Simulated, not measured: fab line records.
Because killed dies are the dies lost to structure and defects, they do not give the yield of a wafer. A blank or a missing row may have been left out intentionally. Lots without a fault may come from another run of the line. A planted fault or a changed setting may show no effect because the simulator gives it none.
Matching of chambers -- flow n5 finfet -- 4 sister chambers for N5_SPACER0_ALD_08 on ald sin-01
The step deposits SiNx, target thk 2 nm. 4 wafers are shown with their chamber, then 12 later ones without.

WAFERS PAIRED WITH THEIR CHAMBERS
wafer,chamber,heater power w (W)
L090.5,2,1007
L091.5,1,795
L094.2,0,847
L094.6,3,837

WAFERS MISSING THEIR CHAMBER
wafer,heater power w (W)
L095.1,792
L095.4,826
L095.5,786
L096.1,837
L096.2,826
L096.3,788
L096.4,996
L096.5,979
L096.6,836
L097.4,808
L097.5,996
L097.6,846

CHAMBER TAKEN BY EACH
wafer,from the rows above,in truth
L095.1,1,1
L095.4,can't be placed: 3 or 0 or 1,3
L095.5,1,1
L096.1,can't be placed: 3 or 0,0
L096.2,can't be placed: 3 or 0 or 1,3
L096.3,1,1
L096.4,2,2
L096.5,2,2
L096.6,can't be placed: 3 or 0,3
L097.4,can't be placed: 1 or 3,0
L097.5,2,2
L097.6,can't be placed: 0 or 3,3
6 of 12 placed correctly. Cannot be placed on the basis of these rows: 6; the candidates contain the true chamber in 5. Wrongly placed: 0.
How it was worked out, from the rows above alone: a wafer's distance from a chamber is the root of the sum, over the readings, of the square of ((its reading less the chamber's mean) divided by the reading's scatter). The wafer belongs to the nearest chamber; if the next one is less than 2 further off, it can't be placed. For every chamber, the mean is computed from those of its wafers that are shown. The scatter (one wafer shown for each chamber): square how far every hidden wafer sits from the nearest shown wafer, average those squares and take the square root.
